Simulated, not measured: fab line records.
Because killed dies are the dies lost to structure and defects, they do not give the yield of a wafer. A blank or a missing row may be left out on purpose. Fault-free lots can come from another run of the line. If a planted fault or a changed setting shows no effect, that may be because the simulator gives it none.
Code-filled problem report in 8D (eight disciplines) form + flow nand harc + the parts of the form that need people (team, actions taken, sign-off) are left out

1. WHAT IS WRONG
thk nm at NHARC_A_ONON_D2_THK_MEAS_18 reads a mean of 643 nm on 6 wafers of 2 lots; wafers without a fault read 1002 nm with a standard deviation of 11. Measured from the usual mean, that is -33 standard deviations.
The step: measures by ellipsometry.
The first sign was on wafer L927.1 at day 19 21:26, on film metro-02. The record has a number at this step for 33 wafers belonging to 11 lots. The rule behind "out" and "out of limits": a value lying over 4 standard deviations away from the usual mean. The rest of the wafers with a number are treated as sound.

2. WHAT THIS IS AND IS NOT
| question                    | is                     | is not                                                                          |
|-----------------------------|------------------------|---------------------------------------------------------------------------------|
| which readings at this step | thk nm                 | -                                                                               |
| which lots                  | L927, L929             | L911, L912, L914, L915, L916, L918, L930, L932, L933                            |
| which wafers of those lots  | all that have a number | -                                                                               |
| read on which gauges        | film metro-02          | film metro-01                                                                   |
| when                        | from day 19 21:26      | up to then (18 sound wafers); but 9 sound wafers of L930, L932, L933 came after |

3. WHAT RULES OUT EACH SUSPECT
Counting: a tool at any process step up to the reading remains a suspect when it ran all the lots that are out and ran no sound lot after the first of those.
- the gauge at NHARC_A_ONON_D2_THK_MEAS_18 has been ruled out. All the wafers that are out were read on film metro-02, but those of them that NHARC_END_SORT_01 has rows for are out there too, on other tools.
- pecvd onon-03 at NHARC_A_ONON_D2_DEP_16 (target thk 1000 nm): kept. All lots that are out passed through it, beginning with L927 at day 19 20:56, and no sound lot followed; its final sound lot before that point was L918 at day 16 08:40.
Remaining after the count: pecvd onon-03 at NHARC_A_ONON_D2_DEP_16.

4. THE CAUSE (what the simulator had put in)
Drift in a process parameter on pecvd onon-03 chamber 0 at NHARC_A_ONON_D2_DEP_16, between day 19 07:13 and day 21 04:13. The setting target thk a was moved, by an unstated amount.
The count eliminated every tool but this one.

5. SEQUENCE OF EFFECTS, ordered by route
Each row: a reading whose mean over the struck wafers that have a number lies more than 3 standard deviations from the usual. Only readings whose record carries a usual standard deviation are examined. hours: median over the lots of the time between each lot's start at the first step of this table that gives one and its start at this step. sigmas: the change, counted in usual standard deviations.
| hours | step                        | reading         | usual   | on struck wafers | change | sigmas |
|-------|-----------------------------|-----------------|---------|------------------|--------|--------|
| 0     | NHARC_A_ONON_D2_THK_MEAS_18 | thk nm          | 1002 nm | 643              | -359   | -33    |
| 290   | NHARC_END_SORT_01           | killed at array | 53      | 674              | +621   | +34    |
| 290   | NHARC_END_SORT_01           | killed dies     | 58      | 677              | +619   | +34    |

6. HOW IT WOULD HAVE BEEN CAUGHT EARLIER
In this record the first reading out of limits at a measuring or inspecting step was taken at day 19 21:26, 14 hours after the fault began at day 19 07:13.
L929, from the lots that are out (2), started NHARC_A_ONON_D2_DEP_16 on pecvd onon-03 later than day 19 21:26. Had the tool been put on hold then, it would have been spared.
